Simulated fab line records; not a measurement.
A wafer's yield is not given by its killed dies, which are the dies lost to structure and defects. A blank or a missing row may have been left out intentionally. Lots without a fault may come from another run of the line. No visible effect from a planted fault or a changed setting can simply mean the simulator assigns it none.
The tool behind it: which one? -- flow nand_harc -- 24 lots with 72 wafers sampled at 6 steps, on a route of 1302 steps

## WHAT THE GAUGES READ, wafer by wafer
NHARC_A_CONTACT_OVL_MEAS_70. Usual: overlay_x_nm -0.2 nm, standard deviation 0.84; overlay_y_nm -0.2 nm, standard deviation 0.87.
lot,measured,on,overlay_x_nm (nm),overlay_y_nm (nm),flag
L074,day 22 12:11,overlay-02,-0.9 -0.2 -1.3,-0.9 -0.3 -0.7,
L075,day 22 10:35,overlay-02,-0.1 0.1 -0.2,0.0 0.0 0.0,
L076,day 23 06:04,overlay-02,0.0 -0.3 0.2,-0.1 0.0 -0.6,
L077,day 23 23:41,overlay-01,1.3 0.5 1.3,-0.6 -0.9 -0.9,
L078,day 23 20:31,overlay-01,-1.3 -1.0 -1.1,0.3 -0.1 -0.2,
L081,day 24 13:31,overlay-02,-1.1 -1.3 -1.2,0.9 0.9 0.8,
L079,day 24 10:02,overlay-02,0.6 0.0 -0.1,1.8 1.2 1.1,
L080,day 24 14:53,overlay-01,-0.8 -1.3 -0.6,-1.0 -0.8 -1.3,
L082,day 24 23:38,overlay-02,0.1 -0.1 0.4,0.4 0.4 1.0,
L083,day 25 15:47,overlay-01,0.9 0.6 0.7,0.0 -0.6 -0.3,
L084,day 26 04:32,overlay-02,-0.7 0.0 -0.2,-1.2 -1.3 -1.6,
L085,day 26 19:04,overlay-02,-1.3 -2.3 -1.7,0.5 -0.1 0.2,
L086,day 26 23:22,overlay-01,0.8 0.5 0.0,0.7 1.2 1.2,
L089,day 27 22:20,overlay-02,0.7 1.8 1.1,-0.3 0.0 0.1,
L088,day 27 14:46,overlay-01,-0.3 -1.2 -1.5,-2.0 -2.5 -2.2,
L087,day 27 16:47,overlay-02,-1.7 -1.1 -0.9,0.1 0.6 0.5,
L091,day 28 07:22,overlay-02,0.0 0.0 -0.5,-0.7 -0.7 -0.6,
L090,day 28 09:02,overlay-01,1.1 0.8 0.7,-0.4 -0.4 -0.7,
L093,day 29 18:47,overlay-01,-0.1 -0.7 -1.3,-0.2 0.0 -0.3,
L092,day 30 02:53,overlay-02,-0.6 -0.9 -1.2,-0.8 -0.7 -0.8,
L094,day 30 08:17,overlay-01,0.0 0.3 0.2,0.1 0.1 -0.8,
L096,day 30 16:35,overlay-01,-0.2 -0.3 0.4,-0.9 -1.2 -0.7,
L097,day 30 23:20,overlay-01,-0.2 0.4 0.0,0.2 0.1 0.4,
L095,day 30 23:38,overlay-01,-1.3 -1.1 -1.0,1.2 0.5 1.0,

## EACH LOT AND THE TOOL THAT RAN IT (in order: tool; ch and the chambers of the sampled wafers; start)
lot,NHARC_A_WL_FILL_CVD_03,NHARC_A_CONTACT_ETCH_114,NHARC_A_CONTACT_ETCH_117,NHARC_A_CONTACT_ETCH_119,NHARC_A_CONTACT_ETCH_102
L074,"cvd_w-02 ch 0,1, day 20 20:27","har_cap_etch-02 ch 0,1, day 22 03:10","har_cap_etch-02 ch 0,1, day 22 03:41","har_cap_etch-02 ch 0,1, day 22 04:02","rie_diel-02 ch 0,2,3, day 22 06:14"
L075,"cvd_w-01 ch 0,1, day 20 20:37","har_cap_etch-03 ch 0,1, day 22 02:46","har_cap_etch-03 ch 0,1, day 22 03:17","har_cap_etch-03 ch 0,1, day 22 03:38","rie_diel-06 ch 1,2,3, day 22 05:50"
L076,"cvd_w-01 ch 0,1, day 21 20:31","har_cap_etch-02 ch 0,1, day 22 22:18","har_cap_etch-02 ch 0,1, day 22 22:49","har_cap_etch-02 ch 0,1, day 22 23:09","rie_diel-01 ch 0,1,3, day 23 01:21"
L077,"cvd_w-01 ch 0,1, day 22 07:34","har_cap_etch-03 ch 0,1, day 23 12:35","har_cap_etch-03 ch 0,1, day 23 13:06","har_cap_etch-03 ch 0,1, day 23 13:26","rie_diel-02 ch 0,1,2, day 23 16:06"
L078,"cvd_w-02 ch 0,1, day 22 07:37","har_cap_etch-02 ch 0,1, day 23 12:13","har_cap_etch-02 ch 0,1, day 23 12:44","har_cap_etch-02 ch 0,1, day 23 13:05","rie_diel-06 ch 0,1, day 23 15:18"
L081,"cvd_w-02 ch 0,1, day 22 21:57","har_cap_etch-01 ch 0,1, day 24 01:30","har_cap_etch-01 ch 0,1, day 24 02:01","har_cap_etch-01 ch 0,1, day 24 02:22","rie_diel-02 ch 1,2,3, day 24 04:34"
L079,"cvd_w-01 ch 0,1, day 23 00:58","har_cap_etch-03 ch 0,1, day 24 00:39","har_cap_etch-03 ch 0,1, day 24 01:10","har_cap_etch-03 ch 0,1, day 24 01:30","rie_diel-02 ch 0,1, day 24 03:40"
L080,"cvd_w-02 ch 0,1, day 23 01:15","har_cap_etch-03 ch 0,1, day 24 04:24","har_cap_etch-03 ch 0,1, day 24 04:55","har_cap_etch-03 ch 0,1, day 24 05:16","rie_diel-06 ch 0,2,3, day 24 07:27"
L082,"cvd_w-02 ch 0,1, day 23 08:51","har_cap_etch-03 ch 0,1, day 24 13:02","har_cap_etch-03 ch 0,1, day 24 13:32","har_cap_etch-03 ch 0,1, day 24 13:53","rie_diel-02 ch 1,2, day 24 16:35"
L083,"cvd_w-02 ch 0,1, day 24 03:41","har_cap_etch-01 ch 0,1, day 25 07:59","har_cap_etch-01 ch 0,1, day 25 08:29","har_cap_etch-01 ch 0,1, day 25 08:50","rie_diel-01 ch 0,1,2, day 25 11:00"
L084,"cvd_w-01 ch 1, day 24 15:53","har_cap_etch-01 ch 0,1, day 25 20:20","har_cap_etch-01 ch 0,1, day 25 20:50","har_cap_etch-01 ch 0,1, day 25 21:11","rie_diel-02 ch 2,3, day 25 23:18"
L085,"cvd_w-02 ch 0,1, day 25 09:03","har_cap_etch-01 ch 0,1, day 26 11:27","har_cap_etch-01 ch 0,1, day 26 11:58","har_cap_etch-01 ch 0,1, day 26 12:18","rie_diel-01 ch 1,3, day 26 14:28"
L086,"cvd_w-02 ch 0,1, day 25 13:53","har_cap_etch-03 ch 0,1, day 26 15:40","har_cap_etch-03 ch 0,1, day 26 16:11","har_cap_etch-03 ch 0,1, day 26 16:31","rie_diel-06 ch 2,3, day 26 18:41"
L089,"cvd_w-01 ch 0,1, day 26 02:19","har_cap_etch-02 ch 0,1, day 27 09:33","har_cap_etch-02 ch 0,1, day 27 10:04","har_cap_etch-02 ch 0,1, day 27 10:24","rie_diel-02 ch 0,1,2, day 27 12:34"
L088,"cvd_w-02 ch 0,1, day 26 02:28","har_cap_etch-03 ch 0,1, day 27 07:07","har_cap_etch-03 ch 0,1, day 27 07:38","har_cap_etch-03 ch 0,1, day 27 07:59","rie_diel-02 ch 1,2,3, day 27 10:07"
L087,"cvd_w-02 ch 0,1, day 26 06:57","har_cap_etch-01 ch 0,1, day 27 07:11","har_cap_etch-01 ch 0,1, day 27 07:42","har_cap_etch-01 ch 0,1, day 27 08:02","rie_diel-06 ch 0,1,2, day 27 10:30"
L091,"cvd_w-01 ch 0,1, day 26 15:50","har_cap_etch-02 ch 0,1, day 27 21:50","har_cap_etch-02 ch 0,1, day 27 22:21","har_cap_etch-02 ch 0,1, day 27 22:41","rie_diel-02 ch 2,3, day 28 00:47"
L090,"cvd_w-02 ch 0,1, day 26 15:55","har_cap_etch-01 ch 0,1, day 27 23:13","har_cap_etch-01 ch 0,1, day 27 23:44","har_cap_etch-01 ch 0,1, day 28 00:05","rie_diel-02 ch 1,2,3, day 28 02:19"
L093,"cvd_w-02 ch 0,1, day 28 08:12","har_cap_etch-01 ch 0,1, day 29 11:05","har_cap_etch-01 ch 0,1, day 29 11:36","har_cap_etch-01 ch 0,1, day 29 11:56","rie_diel-06 ch 2,3, day 29 14:05"
L092,"cvd_w-01 ch 0,1, day 28 17:00","har_cap_etch-03 ch 0,1, day 29 19:06","har_cap_etch-03 ch 0,1, day 29 19:37","har_cap_etch-03 ch 0,1, day 29 19:58","rie_diel-06 ch 1,2,3, day 29 22:08"
L094,"cvd_w-02 ch 0,1, day 28 20:27","har_cap_etch-01 ch 0,1, day 29 23:41","har_cap_etch-01 ch 0,1, day 30 00:12","har_cap_etch-01 ch 0,1, day 30 00:32","rie_diel-01 ch 0,2,3, day 30 02:44"
L096,"cvd_w-01 ch 0,1, day 29 05:35","har_cap_etch-01 ch 0,1, day 30 08:49","har_cap_etch-01 ch 0,1, day 30 09:19","har_cap_etch-01 ch 0,1, day 30 09:40","rie_diel-02 ch 0,2,3, day 30 11:58"
L097,"cvd_w-02 ch 0,1, day 29 13:07","har_cap_etch-01 ch 0,1, day 30 15:32","har_cap_etch-01 ch 0,1, day 30 16:03","har_cap_etch-01 ch 0,1, day 30 16:23","rie_diel-02 ch 0,2,3, day 30 18:35"
L095,"cvd_w-01 ch 0,1, day 29 16:29","har_cap_etch-03 ch 0,1, day 30 15:42","har_cap_etch-03 ch 0,1, day 30 16:13","har_cap_etch-03 ch 0,1, day 30 16:33","rie_diel-02 ch 0,2, day 30 18:54"
- NHARC_A_WL_FILL_CVD_03: deposits W, target thk 40 nm, time 279 s.
- NHARC_A_CONTACT_ETCH_114: etches the open film in C4F8/O2/Ar, time 190 s, target depth 1850 nm.
- NHARC_A_CONTACT_ETCH_117: etches the open film in C4F8/O2/Ar, time 190 s, target depth 1850 nm.
- NHARC_A_CONTACT_ETCH_119: etches the open film in C4F8/O2/Ar, time 190 s, target depth 1850 nm.
- NHARC_A_CONTACT_ETCH_102: etches the open film in CF4/O2, target depth 100 nm, overetch 10 nm, time 55 s.

## WHAT THE TOOLS THEMSELVES READ (means of the sampled wafers that have a number; where no wafer has one, the mark that the record gives instead)
NHARC_A_WL_FILL_CVD_03. Usual: heater_power_w 473 W, standard deviation 43; mfc_ar_sccm 1559 sccm, standard deviation 4.7; throttle_valve_pct 8.1 %, standard deviation 0.35.
lot,tool,heater_power_w (W),mfc_ar_sccm (sccm),throttle_valve_pct (%),flag
L074,cvd_w-02,499,1559,8.0,
L075,cvd_w-01,458,1557,8.2,
L076,cvd_w-01,463,1557,8.3,
L077,cvd_w-01,437,1557,8.4,
L078,cvd_w-02,500,1561,8.1,
L081,cvd_w-02,506,1560,7.9,
L079,cvd_w-01,434,1562,8.5,
L080,cvd_w-02,495,1555,8.1,
L082,cvd_w-02,502,1563,8.2,
L083,cvd_w-02,501,1564,8.0,
L084,cvd_w-01,389,1560,8.4,
L085,cvd_w-02,501,1557,8.1,
L086,cvd_w-02,504,1559,8.0,
L089,cvd_w-01,446,1558,8.1,
L088,cvd_w-02,505,1555,7.8,
L087,cvd_w-02,508,1559,7.8,
L091,cvd_w-01,424,1556,8.2,
L090,cvd_w-02,499,1550,8.1,
L093,cvd_w-02,478,1561,7.9,
L092,cvd_w-01,451,1557,8.4,
L094,cvd_w-02,482,1562,7.9,
L096,cvd_w-01,453,1555,8.2,
L097,cvd_w-02,485,1565,8.0,
L095,cvd_w-01,454,1559,8.2,

NHARC_A_CONTACT_ETCH_114. Usual: chamber_pressure_mTorr at 19.999 mTorr, with a standard deviation of 0.019.
lot,tool,chamber_pressure_mTorr (mTorr),flag
L074,har_cap_etch-02,20.011,
L075,har_cap_etch-03,20.000,
L076,har_cap_etch-02,19.994,
L077,har_cap_etch-03,20.002,
L078,har_cap_etch-02,19.995,
L081,har_cap_etch-01,19.990,
L079,har_cap_etch-03,19.984,
L080,har_cap_etch-03,19.992,
L082,har_cap_etch-03,19.994,
L083,har_cap_etch-01,19.999,
L084,har_cap_etch-01,20.024,
L085,har_cap_etch-01,20.008,
L086,har_cap_etch-03,19.986,
L089,har_cap_etch-02,19.982,
L088,har_cap_etch-03,19.998,
L087,har_cap_etch-01,19.997,
L091,har_cap_etch-02,19.991,
L090,har_cap_etch-01,19.995,
L093,har_cap_etch-01,20.001,
L092,har_cap_etch-03,19.999,
L094,har_cap_etch-01,20.022,
L096,har_cap_etch-01,19.987,
L097,har_cap_etch-01,20.016,
L095,har_cap_etch-03,19.985,

NHARC_A_CONTACT_ETCH_117. Usual: chamber_pressure_mTorr at 19.999 mTorr, with a standard deviation of 0.019.
lot,tool,chamber_pressure_mTorr (mTorr),flag
L074,har_cap_etch-02,20.011,
L075,har_cap_etch-03,19.984,
L076,har_cap_etch-02,19.984,
L077,har_cap_etch-03,20.009,
L078,har_cap_etch-02,20.003,
L081,har_cap_etch-01,19.985,
L079,har_cap_etch-03,19.991,
L080,har_cap_etch-03,19.998,
L082,har_cap_etch-03,20.005,
L083,har_cap_etch-01,20.012,
L084,har_cap_etch-01,19.983,
L085,har_cap_etch-01,20.021,
L086,har_cap_etch-03,19.986,
L089,har_cap_etch-02,19.995,
L088,har_cap_etch-03,20.001,
L087,har_cap_etch-01,19.987,
L091,har_cap_etch-02,20.008,
L090,har_cap_etch-01,20.000,
L093,har_cap_etch-01,19.997,
L092,har_cap_etch-03,20.015,
L094,har_cap_etch-01,20.005,
L096,har_cap_etch-01,20.021,
L097,har_cap_etch-01,19.996,
L095,har_cap_etch-03,20.005,

NHARC_A_CONTACT_ETCH_119. Usual: chamber_pressure_mTorr at 20.001 mTorr, with a standard deviation of 0.018.
lot,tool,chamber_pressure_mTorr (mTorr),flag
L074,har_cap_etch-02,19.991,
L075,har_cap_etch-03,19.983,
L076,har_cap_etch-02,20.015,
L077,har_cap_etch-03,19.988,
L078,har_cap_etch-02,20.017,
L081,har_cap_etch-01,20.024,
L079,har_cap_etch-03,20.012,
L080,har_cap_etch-03,20.005,
L082,har_cap_etch-03,19.999,
L083,har_cap_etch-01,19.996,
L084,har_cap_etch-01,20.002,
L085,har_cap_etch-01,19.992,
L086,har_cap_etch-03,20.007,
L089,har_cap_etch-02,20.003,
L088,har_cap_etch-03,19.985,
L087,har_cap_etch-01,20.004,
L091,har_cap_etch-02,20.011,
L090,har_cap_etch-01,20.002,
L093,har_cap_etch-01,19.997,
L092,har_cap_etch-03,19.998,
L094,har_cap_etch-01,19.984,
L096,har_cap_etch-01,20.021,
L097,har_cap_etch-01,19.993,
L095,har_cap_etch-03,20.002,

NHARC_A_CONTACT_ETCH_102. Usual: bias_w 99.99 W, standard deviation 0.28; chamber_pressure_mTorr 30.002 mTorr, standard deviation 0.027; drypump_motor_current_A 5.8 A, standard deviation 0.4; mfc_ar_sccm 0.007 sccm, standard deviation 0.011; oes_product_au 0.996 a.u., standard deviation 0.012; rf_vpp_V 197.3 V, standard deviation 1.7; showerhead_plenum_p_Torr 1.32 Torr, standard deviation 0.073; throttle_valve_pct 13.397 %, standard deviation 0.0079.
lot,tool,bias_w (W),chamber_pressure_mTorr (mTorr),drypump_motor_current_A (A),mfc_ar_sccm (sccm),oes_product_au (a.u.),rf_vpp_V (V),showerhead_plenum_p_Torr (Torr),throttle_valve_pct (%),flag
L074,rie_diel-02,99.82,30.016,5.9,0.007,0.994,197.0,1.30,13.390,
L075,rie_diel-06,100.12,30.004,6.0,0.015,0.995,199.3,1.40,13.394,
L076,rie_diel-01,99.82,30.010,5.5,0.007,0.990,197.0,1.31,13.397,
L077,rie_diel-02,100.07,30.009,5.8,0.005,1.005,197.6,1.30,13.396,
L078,rie_diel-06,99.92,29.960,6.5,0.026,0.997,199.7,1.40,13.388,
L081,rie_diel-02,99.98,29.987,5.8,0.002,0.999,196.2,1.25,13.398,
L079,rie_diel-02,100.08,30.000,5.8,0.005,0.990,197.7,1.30,13.399,
L080,rie_diel-06,99.79,30.028,5.7,0.002,1.000,198.4,1.39,13.394,
L082,rie_diel-02,100.10,30.012,5.8,0.000,1.010,196.3,1.24,13.393,
L083,rie_diel-01,99.97,29.974,5.7,0.007,0.989,197.9,1.31,13.407,
L084,rie_diel-02,100.34,30.039,5.9,0.003,0.997,196.0,1.25,13.397,
L085,rie_diel-01,100.21,29.990,6.0,0.015,0.986,197.1,1.32,13.399,
L086,rie_diel-06,100.27,30.008,5.8,0.004,1.009,198.4,1.37,13.391,
L089,rie_diel-02,99.89,30.032,5.8,0.005,1.002,196.6,1.30,13.397,
L088,rie_diel-02,100.21,30.001,5.8,0.002,0.988,195.5,1.25,13.393,
L087,rie_diel-06,99.72,30.010,5.9,0.013,0.994,198.6,1.40,13.406,
L091,rie_diel-02,100.12,29.994,5.8,0.002,0.998,195.9,1.24,13.392,
L090,rie_diel-02,100.06,30.009,5.8,0.002,0.995,196.5,1.25,13.399,
L093,rie_diel-06,99.61,30.006,5.7,0.004,0.993,198.0,1.37,13.391,
L092,rie_diel-06,100.01,30.002,6.0,0.015,0.990,198.3,1.39,13.394,
L094,rie_diel-01,100.12,29.987,5.3,0.000,0.992,197.1,1.27,13.391,
L096,rie_diel-02,100.12,30.013,5.9,0.007,0.994,196.2,1.30,13.403,
L097,rie_diel-02,99.77,30.010,5.9,0.007,1.008,197.6,1.30,13.402,
L095,rie_diel-02,99.85,29.987,5.9,0.011,1.009,197.4,1.35,13.397,

## THE ANSWER, worked out from the rows above alone
Rule: a lot counts as off when the mean over its wafers that have a number is more than 3 standard deviations away from the usual mean. Also off: a lot with no number at a reading for which 4 or more lots have one. Any other lot the step has rows for is counted as sound. After the gauges, taken in route order, come the tools' own readings; for these a lot's mean is taken, as printed above. The first step at which some lot is off is used, and at that step the reading that is off furthest; a lot without a number counts as furthest.
Nothing can be told from this: no lot is off at any reading shown.

## WHAT HAD BEEN PUT IN BY THE SIMULATOR
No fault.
